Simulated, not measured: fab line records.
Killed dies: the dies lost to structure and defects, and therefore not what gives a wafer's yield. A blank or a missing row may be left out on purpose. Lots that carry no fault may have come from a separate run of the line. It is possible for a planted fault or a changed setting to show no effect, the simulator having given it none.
fab line records -- flow nand-harc
record: lots: 6, wafers: 18, last-day: 33
route steps=1302 shown A_STAIRCASE@884 A_SGD_CUT@890 END@1302
lots that met no fault: taken from a fault-free run of the same line
start-h: the number of hours between the record's first day and the start of the first shown wafer of the lot -- wait-h: hours since the lot's step before -- " unchanged from the row above -- L1.1+2: one row covering several wafers at once -- - value missing, or start not given -- * or withheld: withheld -- < > ~ a bound
route shown NAME@n: names a module that has steps shown in the file, with the first one's number in the route -- usual: average and standard deviation across the fault-free wafers -- same: alike in all rows -- chamber/n: place in a boat -- sites: each site's reading -- _std_site: the values' standard deviation -- _edge_site: mean of outer sites minus mean of inner sites -- radius-mm: how far each site lies from the wafer's centre -- mask NAME#n: copy n -- behind: the most recent tool/chamber to have shaped the wafer -- hold: why the lot was held/for how many hours/how that ended -- device: which transistor (n, p or np) failed to switch -- end of line: at the end of the route, the tests of the same wafers -- where a step has no rows: the recipe by itself -- killed: at the first sort, the dies lost to defects and structure; wafer yield is something else -- map: the dies of a wafer, with x for killed, . for not killed, _ for no die there
set.NAME: the setting as run; set.NAME@STEP: as run at that earlier step -- model.NAME: the simulator's own value behind a step, which no gauge read
a table for each step, a row for each wafer; lots at some steps of the route
services: the hour from which a tool's chamber was out of use, counted from the record's first day as start-h (under 0 if before that day), plus the number of hours and why
== steps ==
step: NHARC_A_STAIRCASE_STRIP_475
recipe: time-s: 20, o2-flow-sccm: 500, ar-flow-sccm: 0, bias-w: 0, chemistry: O2
usual: drypump-motor-current-A: 5.8/0.5, oes-product-au: 1.000/0.0077, rf-vpp-V: 57.7/0.92, showerhead-plenum-p-Torr: 3.46/0.13, throttle-valve-pct: 17.035/0.0091
same: bias-w: 0
lot.wafer,tool,chamber,start-h,wait-h,drypump-motor-current-A,oes-product-au,rf-hours-counter-h,rf-vpp-V,showerhead-plenum-p-Torr,throttle-valve-pct
L990.2,rie-diel-07,1,-,-,5.7,1.000,13,57.9,3.44,17.034
L990.4,rie-diel-07,2,-,-,5.9,0.996,15,58.9,3.47,17.024
L990.6,rie-diel-07,2,-,-,5.9,0.993,-,58.3,3.47,17.026
L991.4,rie-diel-07,3,-,-,6.1,1.003,21,56.7,3.38,17.038
L991.1,rie-diel-07,1,-,-,5.7,1.005,16,58.9,3.43,17.020
L991.5,rie-diel-07,0,-,-,6.5,1.001,-,58.1,3.70,17.037
L992.1,rie-diel-10,0,-,-,6.3,1.003,37,57.7,3.51,17.023
L992.2,rie-diel-10,3,-,-,5.6,0.989,31,57.1,3.38,17.030
L992.6,rie-diel-10,1,-,-,5.2,0.986,-,57.2,3.39,17.045
L997.2,rie-diel-07,3,-,-,6.1,1.015,43,56.4,3.37,17.032
L997.1,rie-diel-07,0,-,-,6.5,1.015,35,57.4,3.69,17.028
L997.5,rie-diel-07,2,-,-,5.9,1.011,-,58.7,3.46,17.039
L998.4,rie-diel-10,3,-,-,5.6,1.002,0,58.3,3.38,17.037
L998.2,rie-diel-10,1,-,-,5.1,0.997,0,57.5,3.38,17.037
L998.5,rie-diel-10,3,-,-,5.6,1.006,-,57.1,3.38,17.050
L102.4,rie-diel-04,3,-,-,6.2,1.013,37,58.5,3.55,17.030
L102.5,rie-diel-04,2,-,-,5.8,1.001,-,56.4,3.40,17.039
L102.6,rie-diel-04,3,-,-,6.2,1.002,-,57.6,3.55,17.037
step: NHARC_A_STAIRCASE_DEP_471
recipe: target-thk-a: 1000, temp-c: 400, pressure-torr: 6.5, rf-w: 900, teos-flow-sccm: 161.4, flow-sccm: 2650, target-thk-nm: 100, gas: O2, material: SiO2
usual: heater-power-w: 628/100, throttle-valve-pct: 16.1/0.69
lot.wafer,tool,chamber,start-h,wait-h,heater-power-w,throttle-valve-pct
L990.2,pecvd-01,0,534.96,-,726,15.5
L990.4,pecvd-01,1,534.96,-,626,15.4
L990.6,pecvd-01,0,534.96,-,723,15.9
L991.1,pecvd-02,1,541.18,-,566,15.6
L991.5,pecvd-02,1,541.18,-,573,15.9
L991.4,pecvd-02,2,541.18,-,591,16.6
L992.2,pecvd-01,1,541.26,-,621,15.3
L992.1,pecvd-01,2,541.26,-,467,17.0
L992.6,pecvd-01,2,541.26,-,469,17.2
L997.1,pecvd-04,2,606.37,-,750,16.3
L997.2,pecvd-04,0,606.37,-,711,15.1
L997.5,pecvd-04,0,606.37,-,546,15.2
L998.2,pecvd-01,1,606.65,-,595,15.6
L998.4,pecvd-01,1,606.65,-,622,15.5
L998.5,pecvd-01,0,606.65,-,772,16.1
L102.6,pecvd-01,2,651.78,-,509,17.2
L102.5,pecvd-01,0,651.78,-,807,16.0
L102.4,pecvd-01,1,651.78,-,637,16.0
step: NHARC_A_STAIRCASE_CMP_472
recipe: material: SiO2
usual: motor-current-A: 11.8/1.1
lot.wafer,tool,chamber,start-h,wait-h,motor-current-A
L990.2,cmp-03,1,535.22,0.2,10.9
L990.4,cmp-03,2,535.22,0.2,11.0
L990.6,cmp-03,0,535.22,0.2,10.5
L991.1,cmp-01,0,541.50,0.3,13.5
L991.4,cmp-01,1,541.50,0.3,13.6
L991.5,cmp-01,2,541.50,0.3,13.0
L992.1,cmp-02,1,541.54,0.2,10.8
L992.2,cmp-02,0,541.54,0.2,12.9
L992.6,cmp-02,2,541.54,0.2,10.4
L997.2,cmp-02,1,606.61,0.2,10.7
L997.1,cmp-02,0,606.61,0.2,12.6
L997.5,cmp-02,1,606.61,0.2,11.0
L998.4,cmp-01,2,606.95,0.2,13.1
L998.2,cmp-01,3,606.95,0.2,13.0
L998.5,cmp-01,1,606.95,0.2,13.1
L102.4,cmp-02,2,652.04,0.2,11.5
L102.5,cmp-02,3,652.04,0.2,11.5
L102.6,cmp-02,0,652.04,0.2,12.7
step: NHARC_A_STAIRCASE_SRD_474
step: NHARC_A_STAIRCASE_INSPECT_155
usual: raw-defect-count: 441/150
lot.wafer,tool,chamber,start-h,wait-h,raw-defect-count
L990.2,defect-inspect-01,-,535.52,0.1,219
L990.4,defect-inspect-01,-,535.52,0.1,265
L990.6,defect-inspect-01,-,535.52,0.1,195
L991.1,defect-inspect-01,-,541.81,0.1,623
L991.4,defect-inspect-01,-,541.81,0.1,481
L991.5,defect-inspect-01,-,541.81,0.1,441
L992.1,defect-inspect-02,-,541.88,0.1,280
L992.2,defect-inspect-02,-,541.88,0.1,285
L992.6,defect-inspect-02,-,541.88,0.1,403
L997.1,defect-inspect-01,-,606.96,0.1,417
L997.2,defect-inspect-01,-,606.96,0.1,931
L997.5,defect-inspect-01,-,606.96,0.1,664
L998.2,defect-inspect-02,-,607.30,0.1,448
L998.4,defect-inspect-02,-,607.30,0.1,725
L998.5,defect-inspect-02,-,607.30,0.1,516
L102.4,defect-inspect-01,-,652.31,0.1,326
L102.5,defect-inspect-01,-,652.31,0.1,430
L102.6,defect-inspect-01,-,652.31,0.1,336
step: NHARC_A_SGD_CUT_DEP_00
recipe: target-thk-a: 500, temp-c: 400, target-thk-nm: 50, flow-sccm: 200, rf-w: 450, material: SiNx
usual: heater-power-w: 741/120
lot.wafer,tool,chamber,start-h,wait-h,heater-power-w
L990.2,pecvd-01,2,535.61,0.1,653
L990.6,pecvd-01,1,535.61,0.1,753
L990.4,pecvd-01,0,535.61,0.1,926
L991.1,pecvd-01,1,541.87,0.1,765
L991.4,pecvd-01,1,541.87,0.1,767
L991.5,pecvd-01,0,541.87,0.1,962
L992.1,pecvd-03,0,541.95,0.1,659
L992.2,pecvd-03,2,541.95,0.1,608
L992.6,pecvd-03,0,541.95,0.1,687
L997.2,pecvd-02,2,607.02,0.1,809
L997.1,pecvd-02,1,607.02,0.1,718
L997.5,pecvd-02,1,607.02,0.1,735
L998.2,pecvd-03,1,607.40,0.1,702
L998.5,pecvd-03,0,607.40,0.1,719
L998.4,pecvd-03,2,607.40,0.1,518
L102.6,pecvd-01,1,652.46,0.1,791
L102.5,pecvd-01,2,652.46,0.1,680
L102.4,pecvd-01,0,652.46,0.1,886
step: NHARC_A_SGD_CUT_DEHYDRATE_01
recipe: temp-c: 150, time-s: 120
step: NHARC_A_SGD_CUT_HMDS_02
recipe: time-s: 30
step: NHARC_A_SGD_CUT_COAT_56
recipe: temp-c: 260, time-s: 75
step: NHARC_A_SGD_CUT_COAT_57
recipe: temp-c: 225, time-s: 65
step: NHARC_A_SGD_CUT_COAT_03
recipe: spin-rpm: 1500, resist-thk-nm: 90
step: NHARC_A_SGD_CUT_SOFTBAKE_04
recipe: temp-c: 105, time-s: 55
usual: heater-power-total-W: 188.43/0.14, resist-line-temp-C: 23.01/0.12
lot.wafer,tool,chamber,start-h,wait-h,heater-power-total-W,resist-line-temp-C
L990.2,litho-track-01,0,535,-,190.49,23.19
L990.4,litho-track-01,0,535,-,190.51,23.07
L990.6,litho-track-01,0,535,-,190.48,23.04
L991.1,litho-track-06,0,542,-,188.48,22.76
L991.4,litho-track-06,0,542,-,188.42,22.84
L991.5,litho-track-06,0,542,-,188.53,22.76
L992.1,litho-track-01,0,542,-,190.35,23.16
L992.2,litho-track-01,0,542,-,190.70,23.06
L992.6,litho-track-01,0,542,-,190.41,23.02
L997.1,litho-track-01,0,607,-,188.37,22.99
L997.2,litho-track-01,0,607,-,188.47,23.03
L997.5,litho-track-01,0,607,-,188.25,22.96
L998.2,litho-track-06,0,607,-,188.38,22.92
L998.4,litho-track-06,0,607,-,188.40,22.93
L998.5,litho-track-06,0,607,-,188.45,23.07
L102.4,litho-track-04,0,652,-,188.33,23.06
L102.5,litho-track-04,0,652,-,188.45,23.17
L102.6,litho-track-04,0,652,-,188.70,23.22
step: NHARC_A_SGD_CUT_EBR_05
step: NHARC_END_SORT_01
recipe: temp-c: 25
usual: killed-at-array: 44/16, killed-at-other: 0.6/1.1, killed-at-periphery: 3.9/2.6, killed-dies: 48/16, killed-open: 3.1/1.9, killed-short: 2.4/1.8
same: gross-dies: 677
lot.wafer,tool,chamber,start-h,wait-h,killed-at-array,killed-at-other,killed-at-periphery,killed-dies,killed-open,killed-short
L990.2,prober-01,0,657.22,2.8,41,0,9,50,5,1
L990.4,prober-01,0,658.83,3.4,35,1,7,43,9,2
L990.6,prober-01,0,660.43,4.0,38,1,8,47,5,3
L992.1,prober-01,0,667.87,2.5,25,0,2,27,2,5
L992.2,prober-01,0,668.67,2.8,32,0,2,34,4,6
L992.6,prober-01,0,671.86,4.0,27,1,1,29,7,3
L997.1,prober-02,0,734.79,2.5,24,1,4,29,3,2
L997.2,prober-02,0,735.59,2.8,41,0,3,44,3,5
L997.5,prober-02,0,737.99,3.7,34,0,3,37,3,1
L998.2,prober-01,0,744.55,2.8,45,1,3,49,2,2
L998.4,prober-01,0,746.15,3.4,37,4,3,44,3,2
L998.5,prober-01,0,746.95,3.7,31,3,10,44,1,1
killed by level:class
L990.2 A_SLIT:chamber-film-flake=14 A_CHANNEL_HOLE_D2:chamber-film-flake=11 A_STAIRCASE:chamber-film-flake=6 P_M2:chamber-film-flake=5 A_CHANNEL_HOLE_D1:chamber-film-flake=3 A_CONTACT:chamber-film-flake=2 P_CONTACT:geometric-particle:open=1 P_M0:geometric-particle:open=1
L990.4 A_SLIT:chamber-film-flake=16 A_STAIRCASE:chamber-film-flake=3 A_M0:geometric-particle:open=2 A_CHANNEL_HOLE_D2:chamber-film-flake=2 P_M2:chamber-film-flake=2 A_CHANNEL_HOLE_D1:chamber-film-flake=2 A_CONTACT:chamber-film-flake=2 P_STI:geometric-particle:open=1
L990.6 A_SLIT:chamber-film-flake=18 A_CHANNEL_HOLE_D1:chamber-film-flake=6 A_CHANNEL_HOLE_D2:chamber-film-flake=4 A_STAIRCASE:chamber-film-flake=3 P_M0:geometric-particle:open=2 P_M2:chamber-film-flake=2 P_STI:geometric-particle:open=1 P_STI:geometric-particle:short=1
L992.1 A_CHANNEL_HOLE_D1:chamber-film-flake=6 A_CONTACT:chamber-film-flake=4 A_SLIT:chamber-film-flake=3 A_ZERO_WELL:chamber-film-flake=2 A_STAIRCASE:chamber-film-flake=2 A_WL_FILL:chamber-film-flake=2 P_M0:geometric-particle:short=1 P_M1:geometric-particle:short=1
L992.2 A_CHANNEL_HOLE_D1:chamber-film-flake=8 A_STAIRCASE:chamber-film-flake=5 A_ONON_D1:geometric-particle:short=3 A_SLIT:chamber-film-flake=3 A_CHANNEL_FILL_D1:chamber-film-flake=2 A_WL_FILL:chamber-film-flake=2 A_CONTACT:chamber-film-flake=2 P_CONTACT:geometric-particle:open=1
L992.6 A_CHANNEL_FILL_D1:chamber-film-flake=5 A_ONON_D1:geometric-particle:open=4 A_CONTACT:chamber-film-flake=4 A_CHANNEL_HOLE_D1:chamber-film-flake=3 A_STAIRCASE:chamber-film-flake=3 A_WL_FILL:chamber-film-flake=2 A_CHANNEL_FILL_D1:geometric-particle:short=1 A_CHANNEL_FILL_D1:geometric-particle:open=1
L997.1 A_SLIT:chamber-film-flake=15 A_CONTACT:chamber-film-flake=4 A_CHANNEL_HOLE_D1:chamber-film-flake=2 P_STI:geometric-particle:short=1 P_CONTACT:geometric-particle:open=1 P_M1:geometric-particle:open=1 A_CHANNEL_FILL_D1:geometric-particle:open=1 A_CONTACT:geometric-particle:short=1
L997.2 A_SLIT:chamber-film-flake=17 A_STAIRCASE:chamber-film-flake=6 A_DECK1_JOINT:chamber-film-flake=4 A_CONTACT:chamber-film-flake=3 A_CHANNEL_HOLE_D1:chamber-film-flake=2 A_SOURCE_PLATE:geometric-particle:open=1 A_CHANNEL_FILL_D1:geometric-particle:open=1 A_DECK1_JOINT:geometric-particle:short=1
L997.5 A_SLIT:chamber-film-flake=17 A_STAIRCASE:chamber-film-flake=5 A_CONTACT:chamber-film-flake=4 P_STI:chamber-film-flake=3 A_CHANNEL_HOLE_D1:chamber-film-flake=3 A_CHANNEL_FILL_D1:geometric-particle:open=1 A_ONON_D2:geometric-particle:open=1 A_WL_FILL:geometric-particle:open=1
L998.2 A_CHANNEL_HOLE_D2:chamber-film-flake=19 A_CHANNEL_HOLE_D1:chamber-film-flake=9 A_SLIT:chamber-film-flake=4 A_STAIRCASE:chamber-film-flake=4 A_DECK1_JOINT:chamber-film-flake=3 P_CONTACT:chamber-film-flake=2 A_CONTACT:chamber-film-flake=2 A_ONON_D1:geometric-particle:short=1
L998.4 A_CHANNEL_HOLE_D2:chamber-film-flake=9 A_CHANNEL_HOLE_D1:chamber-film-flake=8 A_STAIRCASE:chamber-film-flake=6 A_SLIT:chamber-film-flake=6 THIN_TSV:chamber-film-flake=4 P_CONTACT:chamber-film-flake=2 A_DECK1_JOINT:chamber-film-flake=2 A_CHANNEL_FILL_D1:geometric-particle:open=1
L998.5 A_CHANNEL_HOLE_D2:chamber-film-flake=11 P_CONTACT:chamber-film-flake=7 A_STAIRCASE:chamber-film-flake=6 A_CHANNEL_HOLE_D1:chamber-film-flake=5 THIN_TSV:chamber-film-flake=3 A_DECK1_JOINT:chamber-film-flake=2 A_SLIT:chamber-film-flake=2 A_CONTACT:chamber-film-flake=2
== services ==
tool,chamber,start-h,hours,kind
cmp-03,-,513.95,4.0,pm
pecvd-01,-,522.38,0.6,repair
cmp-02,-,526.58,4.0,pm
litho-track-06,-,529.00,7.0,pm
rie-diel-07,0,529.27,-,clean
rie-diel-07,1,529.27,-,clean
rie-diel-07,2,529.27,-,clean
rie-diel-04,-,532.41,9.0,pm
pecvd-03,-,548.02,13.0,pm
rie-diel-07,-,550.42,0.9,repair
litho-track-04,-,553.00,7.0,pm
rie-diel-07,0,562.55,12.0,repair
cmp-03,-,564.43,0.8,repair
cmp-01,-,577.57,4.0,pm
cmp-02,-,578.83,1.8,repair
pecvd-02,-,589.14,13.0,pm
cmp-01,-,593.78,1.9,repair
rie-diel-10,-,596.59,9.0,pm
cmp-02,-,607.43,3.9,repair
cmp-03,-,611.95,4.0,pm
pecvd-01,1,620.90,18.4,repair
cmp-02,-,624.58,4.0,pm
pecvd-04,-,631.68,13.0,pm
rie-diel-07,-,648.23,9.0,pm
== key ==
first-sign: step: NHARC_A_SGD_CUT_SOFTBAKE_04, reading: heater-power-total-W, direction: up, sigmas: 15, usual: *, struck: *
effect none on later readings
met-at NHARC_A_SGD_CUT_SOFTBAKE_04
struck-wafers L990.2,L990.4,L990.6,L992.1,L992.2,L992.6
tester-left-out L990,L992
fault: kind: process-parameter-drift, tool: litho-track-01, chamber: -, onset-h: 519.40, steps: NHARC_A_SGD_CUT_SOFTBAKE_04, channel: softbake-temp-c, offset: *, shape: step, end-h: 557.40, acts-in: *, stated: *
tester-left-out: of these lots the tester's yield and bins aren't shown, on N5 and GAA mostly nor the transistor test; their killed dies are dies lost to structure and defects alone, not to doping, threshold or leakage, so they don't give the yield
